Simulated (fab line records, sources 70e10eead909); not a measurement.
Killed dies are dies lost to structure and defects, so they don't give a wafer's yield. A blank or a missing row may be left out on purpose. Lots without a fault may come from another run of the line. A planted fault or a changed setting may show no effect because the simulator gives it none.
fab line records | flow nand_harc
record lots=6 wafers=18 last_day=34
route steps=1302 shown A_WL_FILL@971 A_CONTACT@983 END@1302
lots that met no fault: from a run of the same line without faults
start_h: hours from the record's first day to the start of the lot's first wafer shown | wait_h: hours since the lot's step before | " the same as in the row above | L1.1+2: a row that stands for several wafers | - no value, or no start given | * or withheld: withheld | < > ~ a bound
route shown NAME@n: a module of which the file shows steps, and the number in the route of the first | usual: mean/standard deviation of fault-free wafers | same: alike in all rows | chamber/n: place in a boat | sites: the reading at each site | _std_site: their standard deviation | _edge_site: outer sites' mean less inner sites' | radius_mm: how far each site lies from the wafer's centre | mask NAME#n: copy n | behind: the tool/chamber that last shaped the wafer | hold: why the lot was held/for how many hours/how that ended | device: the transistor (n, p or np) that didn't switch | end of line: the same wafers' tests at the end of the route | a step without rows: its recipe alone | killed: dies lost to structure and defects at the first sort, not the wafer's yield | map: a wafer's dies, x killed, . not, _ none there
set.NAME: the setting as run; set.NAME@STEP: as run at that earlier step | model.NAME: the simulator's own value behind a step, which no gauge read
lots at some steps of the route; a table a step, a row a wafer
services: from which hour (start_h, from the record's first day; less than 0 if before it) a tool's chamber was out of use, for how many hours, and why
## steps
# step NHARC_A_WL_FILL_CVD_23
# recipe target_thk_a=400 temp_c=620 pressure_mtorr=200 time_s=800 material=poly-Si
# step NHARC_A_WL_FILL_ETCHBACK_26
# recipe target_depth_a=520 time_s=13.3 hbr_flow_sccm=150 rf_w=350 icp_w=350 bias_w=60 chemistry=HBr
# usual drypump_motor_current_A=5.8/0.52 oes_product_au=1.000/0.01 rf_fwd_power_W=342.8/1.7 throttle_valve_pct=23.266/0.009
# same time_s=13.3
# columns lot.wafer tool chamber start_h wait_h drypump_motor_current_A oes_product_au rf_fwd_power_W rf_hours_counter_h throttle_valve_pct
L193.3 rie_si-01 1 485.84 0.4 4.9 0.994 339.8 0.6 23.265
L193.4 " 3 " " 6.6 0.993 344.4 0.8 23.269
L193.5 " 1 " " 4.9 0.996 340.9 - 23.266
L197.1 rie_si-05 3 530.64 0.4 5.9 0.996 342.2 0.2 23.258
L197.4 " 0 " " 5.5 1.010 342.6 0.3 23.250
L197.6 " 3 " " 5.9 0.994 341.7 - 23.284
L204.4 rie_si-03 1 600.27 0.4 5.7 0.983 344.2 0.1 23.271
L204.1 " 2 " " 5.0 0.992 341.0 0.1 23.270
L204.6 " 1 " " 5.7 0.985 342.8 - 23.277
L208.2 rie_si-01 3 629.34 0.4 6.6 0.994 343.2 0.5 23.259
L208.1 " 1 " " 4.9 0.988 342.0 0.5 23.255
L208.4 " 2 " " 5.9 0.996 342.0 0.5 23.255
L214.2 rie_si-03 3 705.00 0.4 5.6 0.996 343.7 0.6 23.260
L214.5 " 2 " " 5.0 0.991 343.9 - 23.269
L214.6 " 3 " " 5.6 0.992 344.2 - 23.256
L215.1 rie_si-05 1 720.40 0.4 6.5 0.989 345.6 0.3 23.258
L215.2 " 0 " " 5.5 1.005 342.6 0.3 23.266
L215.5 " 2 " " 6.2 1.000 341.9 - 23.279
# step NHARC_A_WL_FILL_PRECLEAN_30
# recipe time_s=10 chemistry=dHF
# step NHARC_A_WL_FILL_SRD_14
# step NHARC_A_WL_FILL_ALD_19
# recipe target_thk_a=20 pulse_time_s=3 ald_cycles=100 temp_c=450 material=TiN
# usual heater_power_w=1063/120 precursor_pulse_height_rel=1.000/0.022
# columns lot.wafer tool chamber start_h wait_h heater_power_w precursor_pulse_height_rel
L193.4 ald_metal-03 3 486.13 0.1 1001 0.997
L193.3 " 0 " " 1059 0.986
L193.5 " 1 " " 907 0.964
L197.1 ald_metal-02 0 530.95 0.1 935 1.001
L197.4 " 1 " " 1130 1.014
L197.6 " 3 " " 1084 1.008
L204.1 ald_metal-02 2 600.56 0.1 1365 1.005
L204.4 " 3 " " 1095 1.000
L204.6 " 3 " " 1119 1.003
L208.2 ald_metal-04 1 629.63 0.1 1188 0.985
L208.4 " 2 " " 1095 0.967
L208.1 " 3 " " 1088 0.980
L214.2 ald_metal-02 0 705.27 0.1 945 1.021
L214.5 " 3 " " 1101 1.077
L214.6 " 0 " " 958 0.999
L215.2 ald_metal-04 2 720.66 0.1 1113 1.000
L215.1 " 1 " " 1186 0.974
L215.5 " 2 " " 1136 1.034
# step NHARC_A_WL_FILL_CVD_20
# recipe target_thk_a=1000 temp_c=400 pressure_torr=40 wf6_flow_sccm=40 h2_flow_sccm=1600 ar_flow_sccm=1560 time_s=74 material=W
# usual heater_power_w=877/35 mfc_wf6_sccm=39.99/0.11 throttle_valve_pct=7.94/0.23
# same time_s=74
# columns lot.wafer tool chamber start_h wait_h heater_power_w mfc_wf6_sccm throttle_valve_pct
L193.3 cvd_w-01 1 - - 858 39.94 7.71
L193.4 " 0 " " 911 40.10 8.27
L193.5 " 1 " " 875 39.94 7.69
L197.1 cvd_w-02 1 - - 821 39.95 7.86
L197.4 " 0 " " 924 39.98 7.86
L197.6 " 1 " " 821 40.16 7.90
L204.1 cvd_w-02 0 - - 940 39.99 8.12
L204.4 " 1 " " 827 40.07 8.15
L204.6 " 1 " " 839 39.99 7.89
L208.2 cvd_w-02 1 - - 825 40.08 8.38
L208.1 " 0 " " 915 40.13 7.86
L208.4 " 1 " " 845 40.02 7.89
L214.2 cvd_w-02 0 - - 887 39.96 7.87
L214.6 " 1 " " 852 39.94 8.11
L214.5 " 0 " " 902 39.95 7.69
L215.1 cvd_w-02 1 - - 868 40.20 8.32
L215.2 " 0 " " 906 40.07 7.80
L215.5 " 1 " " 853 40.00 8.51
# step NHARC_A_WL_FILL_CMP_12
# recipe t_overpolish_s=30 target_thk_nm=100
# usual motor_current_A=11.6/0.99 overpolish_run_s=30.001/0.0086 time_to_endpoint_s=20.1/2.5
# columns lot.wafer tool chamber start_h wait_h motor_current_A overpolish_run_s time_to_endpoint_s
L193.3 cmp-04 1 486.51 0.2 12.2 29.997 18.9
L193.4 " 2 " " 13.7 30.010 18.9
L193.5 " 3 " " 10.6 29.997 19.8
L197.1 cmp-03 1 531.30 0.2 10.7 30.006 21.4
L197.4 " 2 " " 10.7 29.993 23.9
L197.6 " 1 " " 11.3 30.016 21.3
L204.1 cmp-03 3 600.97 0.2 9.8 29.992 20.7
L204.4 " 1 " " 11.4 29.989 21.9
L204.6 " 3 " " 10.6 29.983 23.6
L208.1 cmp-04 2 629.99 0.1 13.9 29.991 16.3
L208.4 " 3 " " 10.5 29.993 17.3
L208.2 " 1 " " 12.6 29.998 17.3
L214.2 cmp-04 2 705.70 0.2 13.8 30.000 21.9
L214.5 " 3 " " 10.6 29.999 20.6
L214.6 " 0 " " 13.5 30.003 19.6
L215.1 cmp-03 2 721.07 0.2 10.7 30.007 24.2
L215.2 " 0 " " 11.3 30.008 21.6
L215.5 " 1 " " 11.2 30.006 17.8
# step NHARC_A_WL_FILL_SRD_31
# step NHARC_A_WL_FILL_INSPECT_15
# usual raw_defect_count=457/130
# columns lot.wafer tool chamber start_h wait_h raw_defect_count
L193.3 defect_inspect-02 - 486.97 0.0 396
L193.4 " - " " 429
L193.5 " - " " 507
L197.1 defect_inspect-01 - 531.77 0.0 329
L197.4 " - " " 312
L197.6 " - " " 402
L204.1 defect_inspect-01 - 601.42 0.0 359
L204.4 " - " " 341
L204.6 " - " " 326
L208.1 defect_inspect-01 - 630.48 0.0 579
L208.2 " - " " 371
L208.4 " - " " 487
L214.2 defect_inspect-02 - 706.09 0.0 235
L214.5 " - " " 210
L214.6 " - " " 352
L215.1 defect_inspect-01 - 721.51 0.0 542
L215.2 " - " " 496
L215.5 " - " " 487
# step NHARC_A_CONTACT_DEP_24
# recipe target_thk_a=5000 temp_c=400 pressure_torr=6.5 rf_w=900 teos_flow_sccm=161.4 flow_sccm=2650 target_thk_nm=500 gas=O2 material=SiO2
# usual heater_power_w=564/87 mfc_precursor_sccm=161.4/0.5 rf_fwd_power_W=898.9/2.7 showerhead_vpp_V=1899/86 throttle_valve_pct=16.3/0.54
# columns lot.wafer tool chamber start_h wait_h heater_power_w mfc_precursor_sccm rf_fwd_power_W showerhead_vpp_V throttle_valve_pct
L193.3 pecvd-03 1 487.16 0.2 461 162.4 898.1 1769 16.3
L193.5 " 2 " " 585 162.0 896.5 1823 16.3
L193.4 " 1 " " 487 161.3 900.9 1786 16.2
L197.1 pecvd-04 0 531.97 0.2 458 161.2 899.4 1828 16.8
L197.4 " 1 " " 600 160.8 898.5 1779 15.7
L197.6 " 0 " " 480 160.5 898.2 1874 16.8
L204.1 pecvd-04 0 601.88 0.5 469 162.6 900.3 1867 17.3
L204.4 " 2 " " 532 160.8 897.9 1971 17.0
L204.6 " 0 " " 499 161.9 896.3 1850 17.0
L208.1 pecvd-02 1 630.55 0.1 445 161.8 899.4 1964 16.4
L208.2 " 2 " " 666 161.8 896.7 2020 16.4
L208.4 " 0 " " 666 161.9 898.1 1957 15.2
L214.2 pecvd-04 1 706.16 0.1 578 161.5 899.7 1776 15.9
L214.6 " 2 " " 546 160.9 896.9 1972 16.6
L214.5 " 0 " " 466 137.4 899.8 1863 16.5
L215.1 pecvd-04 2 721.58 0.1 518 162.3 899.9 1988 16.7
L215.2 " 0 " " 434 137.2 901.2 1851 16.6
L215.5 " 0 " " 472 138.3 900.4 1841 16.5
# step NHARC_END_SORT_01
# recipe temp_c=25
# usual killed_at_array=49/19 killed_at_other=0.9/1.1 killed_at_periphery=4.0/2.7 killed_dies=54/19 killed_open=3.3/1.8 killed_short=2.6/1.6
# same gross_dies=677
# columns lot.wafer tool chamber start_h wait_h killed_at_array killed_at_other killed_at_periphery killed_dies killed_open killed_short
L197.1 prober-01 0 615.06 2.5 22 1 4 27 4 4
L197.4 prober-01 0 617.46 3.4 24 0 2 26 8 0
L197.6 prober-01 0 619.06 4.0 23 0 6 29 0 5
L214.2 prober-02 0 780.10 2.8 19 2 3 24 5 4
L214.5 prober-02 0 782.48 3.7 24 2 3 29 4 5
L214.6 prober-02 0 783.27 4.0 22 1 0 23 1 4
L215.1 prober-01 0 804.21 2.5 39 2 3 44 7 1
L215.2 prober-01 0 805.02 2.8 57 3 1 61 3 3
L215.5 prober-01 0 807.44 3.7 33 2 2 37 3 4
# killed by level:class
L197.1 A_CHANNEL_HOLE_D2:chamber_film_flake=10 A_STAIRCASE:chamber_film_flake=3 A_ONON_D1:geometric_particle:short=2 P_GATE:chamber_film_flake=2 A_CONTACT:chamber_film_flake=2 P_M1:geometric_particle:open=1 A_DECK1_JOINT:geometric_particle:open=1 A_DECK1_JOINT:geometric_particle:short=1
L197.4 A_CHANNEL_HOLE_D2:chamber_film_flake=8 A_CHANNEL_HOLE_D1:chamber_film_flake=7 A_CONTACT:chamber_film_flake=3 P_GATE:geometric_particle:open=2 A_ONON_D2:geometric_particle:open=2 A_CHANNEL_FILL_D2:geometric_particle:open=1 A_SGD_CUT:geometric_particle:open=1 A_WL_FILL:geometric_particle:open=1
L197.6 A_CHANNEL_HOLE_D2:chamber_film_flake=6 A_STAIRCASE:chamber_film_flake=5 P_GATE:chamber_film_flake=4 A_CONTACT:chamber_film_flake=4 A_CHANNEL_HOLE_D1:chamber_film_flake=3 A_CHANNEL_FILL_D1:geometric_particle:short=2 P_M0:geometric_particle:short=1 A_SOURCE_PLATE:geometric_particle:short=1
L214.2 A_SLIT:chamber_film_flake=4 A_CONTACT:chamber_film_flake=4 P_CONTACT:geometric_particle:open=2 HYBRID_BOND:chamber_film_flake=2 P_M0:geometric_particle:short=1 A_CHANNEL_FILL_D1:geometric_particle:open=1 A_ONON_D2:geometric_particle:short=1 A_CHANNEL_FILL_D2:geometric_particle:open=1
L214.5 A_CONTACT:chamber_film_flake=9 A_STAIRCASE:chamber_film_flake=5 A_SLIT:chamber_film_flake=3 A_CHANNEL_FILL_D1:geometric_particle:open=2 P_STI:geometric_particle:short=1 P_CONTACT:geometric_particle:open=1 A_ONON_D1:geometric_particle:short=1 A_DECK1_JOINT:geometric_particle:short=1
L214.6 A_SLIT:chamber_film_flake=7 A_CONTACT:chamber_film_flake=6 A_STAIRCASE:chamber_film_flake=3 A_CHANNEL_FILL_D1:geometric_particle:short=1 A_ONON_D2:geometric_particle:short=1 A_SGD_CUT:geometric_particle:short=1 A_CONTACT:geometric_particle:open=1 STARTING-WAFER:geometric_particle:short=1
L215.1 A_SLIT:chamber_film_flake=22 A_CONTACT:chamber_film_flake=8 A_ONON_D1:geometric_particle:open=2 A_CHANNEL_FILL_D1:geometric_particle:open=2 A_M0:geometric_particle:open=2 A_CHANNEL_HOLE_D2:chamber_film_flake=2 THIN_TSV:chamber_film_flake=2 P_GATE:geometric_particle:short=1
L215.2 A_SLIT:chamber_film_flake=38 A_CONTACT:chamber_film_flake=7 A_WL_FILL:chamber_film_flake=3 THIN_TSV:chamber_film_flake=3 A_ONON_D1:geometric_particle:open=2 A_CHANNEL_HOLE_D1:geometric_particle:short=1 A_CHANNEL_FILL_D1:geometric_particle:open=1 A_DECK1_JOINT:geometric_particle:short=1
L215.5 A_SLIT:chamber_film_flake=16 A_CONTACT:chamber_film_flake=8 A_CHANNEL_HOLE_D2:chamber_film_flake=2 THIN_TSV:chamber_film_flake=2 P_M1:geometric_particle:open=1 A_ONON_D1:geometric_particle:open=1 A_CHANNEL_FILL_D1:geometric_particle:open=1 A_CHANNEL_FILL_D1:geometric_particle:short=1
## services
# columns tool chamber start_h hours kind
cvd_w-02 1 495.53 9.1 repair
cmp-03 - 500.31 1.6 repair
cmp-04 - 504.84 4.0 pm
pecvd-04 - 532.95 0.4 repair
cmp-04 - 533.45 1.7 repair
cvd_w-02 - 547.04 0.5 repair
cmp-03 - 554.00 4.0 pm
pecvd-04 - 591.71 3.6 repair
pecvd-04 1 597.62 15.7 repair
pecvd-04 - 598.20 2.5 repair
cmp-04 - 602.84 4.0 pm
ald_metal-02 - 610.00 10.0 pm
cmp-04 - 617.15 1.6 repair
pecvd-04 2 627.26 4.0 repair
pecvd-04 - 631.28 13.0 pm
cvd_w-02 - 631.48 13.0 pm
cmp-04 - 646.61 0.5 repair
cmp-03 - 652.00 4.0 pm
cmp-04 - 657.81 0.5 repair
ald_metal-02 - 658.02 2.2 repair
cmp-04 - 664.14 0.8 repair
cvd_w-02 1 678.32 3.6 repair
ald_metal-02 0 695.92 1.5 repair
cmp-04 - 700.84 4.0 pm
## key
first_sign step=NHARC_A_CONTACT_DEP_24 reading=mfc_precursor_sccm direction=down sigmas=48 usual=161.4 struck=137.6
effect none on later readings
met_at NHARC_A_CONTACT_DEP_24
struck_wafers L214.5,L215.2,L215.5
tester_left_out L214,L215
onset_between 601.88 706.16
fault kind=process_parameter_drift tool=pecvd-04 chamber=0 onset_h=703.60 steps=NHARC_A_CONTACT_DEP_24 channel=teos_flow_sccm offset=* shape=step end_h=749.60 acts_in=* stated=*
# tester_left_out: of these lots the tester's yield and bins aren't shown, on N5 and GAA mostly nor the transistor test; their killed dies are dies lost to structure and defects alone, not to doping, threshold or leakage, so they don't give the yield
